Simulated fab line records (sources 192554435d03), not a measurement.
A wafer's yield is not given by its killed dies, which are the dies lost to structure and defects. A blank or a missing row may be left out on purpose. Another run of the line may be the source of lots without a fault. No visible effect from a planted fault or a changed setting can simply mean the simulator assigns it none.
Chamber matching / flow n5 finfet / rie diel-01 running N5_FIN_SAQP_ETCH_69: 4 sister chambers
The step etches SOC in N2/H2, stops on SiNx, target depth 150 nm. 4 wafers are shown with their chamber, then 8 later ones without.

== WAFERS, EACH WITH ITS CHAMBER ==
wafer=L081.3; chamber=2; drypump motor current A (A)=5.1
wafer=L081.5; chamber=0; drypump motor current A (A)=6.3
wafer=L081.6; chamber=3; drypump motor current A (A)=5.7
wafer=L086.3; chamber=1; drypump motor current A (A)=5.2

== WAFERS MISSING THEIR CHAMBER ==
wafer=L086.4; drypump motor current A (A)=5.8
wafer=L086.5; drypump motor current A (A)=6.3
wafer=L087.3; drypump motor current A (A)=5.2
wafer=L087.5; drypump motor current A (A)=5.2
wafer=L087.6; drypump motor current A (A)=5.7
wafer=L097.4; drypump motor current A (A)=5.8
wafer=L097.5; drypump motor current A (A)=6.3
wafer=L097.6; drypump motor current A (A)=5.7

== WHICH CHAMBER EACH ONE RAN IN ==
wafer=L086.4; from the rows above=3; in truth=3
wafer=L086.5; from the rows above=0; in truth=0
wafer=L087.3; from the rows above=1; in truth=1
wafer=L087.5; from the rows above=1; in truth=1
wafer=L087.6; from the rows above=3; in truth=3
wafer=L097.4; from the rows above=3; in truth=3
wafer=L097.5; from the rows above=0; in truth=0
wafer=L097.6; from the rows above=3; in truth=3
Correctly placed: 8 of 8. Not placeable from these rows: 0. Number placed wrongly: 0.
How it was worked out, from the rows above alone: a wafer's distance from a chamber is the root of the sum, over the readings, of the square of ((its reading less the chamber's mean) divided by the reading's scatter). The wafer belongs to the nearest chamber; if the next one is less than 2 further off, it can't be placed. The mean given for a chamber averages the wafers shown for that chamber. The scatter: with one shown wafer a chamber, the root of the mean of the squares of how far each hidden wafer lies from its nearest shown one.
